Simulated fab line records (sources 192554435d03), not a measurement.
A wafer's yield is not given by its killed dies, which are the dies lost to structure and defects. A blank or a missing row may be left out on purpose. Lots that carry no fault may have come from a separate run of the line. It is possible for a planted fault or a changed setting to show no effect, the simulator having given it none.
The tool behind it: which one? | flow n5 finfet | Sampling: 23 lots, 69 wafers, 4 of 1938 route steps

## WHAT THE GAUGES SHOWED, per wafer
N5_MIM_TOP_LITHO_OVL_MEAS_11. Usual: MIM_TOP_OVL gives -9 nm (standard deviation 4.9).
lot  | measured     | on         | MIM_TOP_OVL (nm) | flag
L074 | day 11 22:22 | overlay-01 | -7 -14 -17       |
L075 | day 12 09:08 | overlay-02 | -7 -5 0          |
L078 | day 13 06:22 | overlay-01 | -2 3 -6          |
L077 | day 13 08:25 | overlay-01 | -7 -9 -7         |
L079 | day 13 13:01 | overlay-02 | -6 -3 -2         |
L080 | day 13 15:35 | overlay-02 | -4 -2 -7         |
L081 | day 13 21:28 | overlay-01 | -12 -4 -8        |
L082 | day 14 04:10 | overlay-02 | -10 -13 -19      |
L083 | day 14 18:21 | overlay-01 | -8 -9 -9         |
L085 | day 15 01:38 | overlay-02 | -14 -10 -5       |
L086 | day 15 05:28 | overlay-02 | -2 3 -6          |
L084 | day 15 05:38 | overlay-01 | 4 -14 -9         |
L087 | day 16 03:55 | overlay-02 | -9 -3 -5         |
L088 | day 16 04:10 | overlay-02 | -6 -17 -9        |
L089 | day 16 04:17 | overlay-02 | -5 -14 -7        |
L090 | day 16 21:10 | overlay-01 | -3 -13 -16       |
L093 | day 17 00:40 | overlay-01 | -7 -11 -2        |
L091 | day 17 10:23 | overlay-01 | -8 -17 -14       |
L092 | day 17 12:31 | overlay-02 | -5 -7 -5         |
L094 | day 17 12:41 | overlay-02 | -6 -14 -6        |
L095 | day 17 19:39 | overlay-01 | -10 -16 -13      |
L096 | day 18 00:37 | overlay-02 | -9 -8 -6         |
L097 | day 18 06:49 | overlay-02 | -8 -8 -5         |

N5_PASSIVATION_CD_MEAS_10 targets a cd of 3000 nm. Usual: cd nm at 3000 nm, with a standard deviation of 3.3.
lot  | measured     | on        | cd nm (nm)     | flag
L074 | day 12 01:08 | cd sem-01 | 2998 2997 2999 |
L075 | day 12 11:13 | cd sem-02 | 3005 3001 3007 |
L078 | day 13 10:52 | cd sem-01 | 2997 3001 3004 |
L077 | day 13 11:02 | cd sem-02 | 2999 2997 2999 |
L079 | day 13 15:57 | cd sem-02 | 2999 3001 3007 |
L080 | day 13 17:49 | cd sem-02 | 2999 2999 2999 |
L081 | day 14 03:50 | cd sem-01 | 2996 3000 2996 |
L082 | day 14 11:54 | cd sem-01 | 3001 3001 2998 |
L083 | day 14 23:13 | cd sem-02 | 3008 3003 3000 |
L085 | day 15 04:19 | cd sem-01 | 3001 2996 3005 |
L086 | day 15 07:58 | cd sem-01 | 2999 3002 3002 |
L084 | day 15 08:07 | cd sem-01 | 3008 3004 3009 |
L087 | day 16 06:17 | cd sem-02 | 2999 2999 2995 |
L088 | day 16 08:59 | cd sem-03 | 2998 2998 3003 |
L089 | day 16 09:08 | cd sem-02 | 2999 3001 3000 |
L090 | day 16 23:19 | cd sem-03 | 2997 2998 2997 |
L093 | day 17 04:16 | cd sem-02 | 3009 3007 3010 |
L091 | day 17 13:59 | cd sem-01 | 2999 3000 3000 |
L092 | day 17 17:41 | cd sem-02 | 3006 2997 3001 |
L094 | day 17 16:33 | cd sem-02 | 3004 3003 3005 |
L095 | day 18 00:19 | cd sem-01 | 3002 3001 3000 |
L096 | day 18 04:13 | cd sem-01 | 3000 3003 3000 |
L097 | day 18 09:28 | cd sem-01 | 2993 2999 2996 |

## WHICH TOOL RAN EACH LOT (tool, then ch and the chambers of the sampled wafers, then the start)
lot  | N5_MIM_TOP_ETCH_STRIP_01           | N5_MIM_BOT_ETCH_ETCH_03
L074 | rie diel-04 ch 1,2,3, day 11 22:40 | rie metal-02 ch 0,1, day 11 23:21
L075 | rie diel-04 ch 0,1,2, day 12 09:25 | rie metal-01 ch 0,1, day 12 10:05
L078 | rie diel-05 ch 0,1, day 13 06:47   | rie metal-03 ch 0,1, day 13 08:19
L077 | rie diel-04 ch 1,2, day 13 08:46   | rie metal-03 ch 0,1, day 13 09:26
L079 | rie diel-04 ch 0,3, day 13 13:25   | rie metal-03 ch 0,1, day 13 14:14
L080 | rie diel-04 ch 1,3, day 13 15:58   | rie metal-01 ch 0, day 13 16:37
L081 | rie diel-05 ch 2,3, day 13 22:01   | rie metal-02 ch 0,1, day 13 22:41
L082 | rie diel-05 ch 1,2,3, day 14 04:28 | rie metal-01 ch 0,1, day 14 05:18
L083 | rie diel-04 ch 0,1,3, day 14 18:46 | rie metal-01 ch 0,1, day 14 19:37
L085 | rie diel-04 ch 0,1,3, day 15 02:23 | rie metal-03 ch 0,1, day 15 03:12
L086 | rie diel-04 ch 0,2,3, day 15 05:47 | rie metal-01 ch 0,1, day 15 06:26
L084 | rie diel-05 ch 1,2,3, day 15 05:55 | rie metal-03 ch 0,1, day 15 06:43
L087 | rie diel-05 ch 0,1,3, day 16 04:14 | rie metal-01 ch 0,1, day 16 05:02
L088 | rie diel-03 ch 0,1,2, day 16 04:26 | rie metal-02 ch 0,1, day 16 05:17
L089 | rie diel-04 ch 2,3, day 16 04:35   | rie metal-03 ch 0,1, day 16 05:23
L090 | rie diel-03 ch 0,2,3, day 16 21:30 | rie metal-02 ch 0,1, day 16 22:13
L093 | rie diel-03 ch 0,1,2, day 17 01:38 | rie metal-01 ch 0,1, day 17 02:20
L091 | rie diel-05 ch 0,2,3, day 17 11:07 | rie metal-03 ch 0,1, day 17 11:51
L092 | rie diel-03 ch 0,2,3, day 17 13:04 | rie metal-03 ch 0,1, day 17 13:46
L094 | rie diel-03 ch 0,1,3, day 17 13:07 | rie metal-01 ch 1, day 17 13:54
L095 | rie diel-04 ch 0,1, day 17 20:19   | rie metal-02 ch 0,1, day 17 21:08
L096 | rie diel-03 ch 0,1,3, day 18 01:38 | rie metal-01 ch 1, day 18 02:33
L097 | rie diel-04 ch 1,2,3, day 18 07:26 | rie metal-01 ch 0,1, day 18 08:19
- N5_MIM_TOP_ETCH_STRIP_01: strips in O2.
- N5_MIM_BOT_ETCH_ETCH_03: etches the open film in Cl2/BCl3, target depth 12 nm.

## WHAT THE TOOLS THEMSELVES READ (means of the sampled wafers that have a number; where no wafer has one, the mark that the record gives instead)
N5_MIM_TOP_ETCH_STRIP_01. Usual: drypump motor current A 5.7 A, standard deviation 0.54; oes product au 0.80 a.u., standard deviation 0.063; rf vpp V 3.5 V, standard deviation 1.3; showerhead plenum p Torr 2.13 Torr, standard deviation 0.083; throttle valve pct 16.57 %, standard deviation 0.24.
lot  | tool        | drypump motor current A (A) | oes product au (a.u.) | rf vpp V (V) | showerhead plenum p Torr (Torr) | throttle valve pct (%) | flag
L074 | rie diel-04 | 5.9                         | 0.78                  | 3.8          | 2.08                            | 16.56                  |
L075 | rie diel-04 | 6.1                         | 0.83                  | 3.7          | 2.13                            | 16.49                  |
L078 | rie diel-05 | 6.1                         | 0.87                  | 4.2          | 2.17                            | 16.58                  |
L077 | rie diel-04 | 6.4                         | 0.78                  | 3.2          | 2.13                            | 16.70                  |
L079 | rie diel-04 | 5.3                         | 0.82                  | 3.1          | 2.14                            | 16.15                  |
L080 | rie diel-04 | 5.8                         | 0.79                  | 2.7          | 2.14                            | 16.56                  |
L081 | rie diel-05 | 5.2                         | 0.76                  | 5.2          | 2.13                            | 16.64                  |
L082 | rie diel-05 | 5.6                         | 0.78                  | 3.1          | 2.14                            | 16.66                  |
L083 | rie diel-04 | 5.5                         | 0.80                  | 2.8          | 2.14                            | 16.37                  |
L085 | rie diel-04 | 5.5                         | 0.80                  | 3.9          | 2.13                            | 16.36                  |
L086 | rie diel-04 | 5.7                         | 0.78                  | 3.7          | 2.07                            | 16.42                  |
L084 | rie diel-05 | 5.6                         | 0.79                  | 3.2          | 2.13                            | 16.69                  |
L087 | rie diel-05 | 5.7                         | 0.79                  | 4.5          | 2.15                            | 16.61                  |
L088 | rie diel-03 | 5.7                         | 0.80                  | 2.7          | 2.17                            | 16.70                  |
L089 | rie diel-04 | 6.2                         | 0.73                  | 4.1          | 1.99                            | 16.65                  |
L090 | rie diel-03 | 5.7                         | 0.85                  | 3.0          | 2.12                            | 16.66                  |
L093 | rie diel-03 | 5.7                         | 0.80                  | 3.5          | 2.17                            | 16.74                  |
L091 | rie diel-05 | 5.3                         | 0.80                  | 2.8          | 2.15                            | 16.56                  |
L092 | rie diel-03 | 5.7                         | 0.85                  | 4.2          | 2.12                            | 16.66                  |
L094 | rie diel-03 | 5.5                         | 0.83                  | 2.5          | 2.11                            | 16.66                  |
L095 | rie diel-04 | 5.6                         | 0.82                  | 3.2          | 2.19                            | 16.32                  |
L096 | rie diel-03 | 5.6                         | 0.83                  | 2.6          | 2.11                            | 16.69                  |
L097 | rie diel-04 | 6.0                         | 0.75                  | 5.1          | 2.06                            | 16.66                  |

N5_MIM_BOT_ETCH_ETCH_03. Usual: bias w 100.0 W, standard deviation 0.34; drypump motor current A 5.7 A, standard deviation 0.51; oes product au 0.82 a.u., standard deviation 0.076; throttle valve pct 27.46 %, standard deviation 0.27.
lot  | tool         | bias w (W) | drypump motor current A (A) | oes product au (a.u.) | throttle valve pct (%) | flag
L074 | rie metal-02 | 100.2      | 6.1                         | 0.91                  | 27.40                  |
L075 | rie metal-01 | 100.0      | 5.8                         | 0.82                  | 27.29                  |
L078 | rie metal-03 | 99.9       | 5.5                         | 0.71                  | 28.01                  |
L077 | rie metal-03 | 100.1      | 5.5                         | 0.71                  | 28.01                  |
L079 | rie metal-03 | 99.9       | 5.5                         | 0.78                  | 27.76                  |
L080 | rie metal-01 | 100.4      | 5.0                         | 0.76                  | 27.29                  |
L081 | rie metal-02 | 100.0      | 6.1                         | 0.89                  | 27.41                  |
L082 | rie metal-01 | 99.8       | 5.8                         | 0.80                  | 27.31                  |
L083 | rie metal-01 | 100.2      | 5.8                         | 0.80                  | 27.30                  |
L085 | rie metal-03 | 100.2      | 5.4                         | 0.89                  | 27.62                  |
L086 | rie metal-01 | 100.1      | 5.4                         | 0.77                  | 27.30                  |
L084 | rie metal-03 | 100.1      | 5.4                         | 0.92                  | 27.72                  |
L087 | rie metal-01 | 100.1      | 5.8                         | 0.79                  | 27.32                  |
L088 | rie metal-02 | 99.9       | 6.1                         | 0.86                  | 27.41                  |
L089 | rie metal-03 | 100.0      | 5.5                         | 0.86                  | 27.61                  |
L090 | rie metal-02 | 100.3      | 6.1                         | 0.85                  | 27.41                  |
L093 | rie metal-01 | 99.8       | 5.4                         | 0.76                  | 27.31                  |
L091 | rie metal-03 | 100.1      | 5.4                         | 0.86                  | 27.62                  |
L092 | rie metal-03 | 100.2      | 5.4                         | 0.89                  | 27.72                  |
L094 | rie metal-01 | 99.5       | 6.3                         | 0.81                  | 27.32                  |
L095 | rie metal-02 | 100.4      | 6.3                         | 0.85                  | 27.30                  |
L096 | rie metal-01 | 100.4      | 6.3                         | 0.81                  | 27.33                  |
L097 | rie metal-01 | 99.7       | 5.4                         | 0.76                  | 27.31                  |

## THE ANSWER, worked out from the rows above alone
Rule: a lot is off if the mean of its wafers that have a number lies more than 3 standard deviations from the usual mean. A lot without any number at a reading at which 4 lots or more have one is off too. Where the step has rows for the other lots, those lots are counted as sound. After the gauges, taken in route order, come the tools' own readings; for these a lot's mean is taken, as printed above. The first step at which some lot is off is used, and at that step the reading that is off furthest; a lot without a number counts as furthest.
None of the lots is off at any reading shown; this tells nothing.

## WHAT HAD BEEN PUT IN BY THE SIMULATOR
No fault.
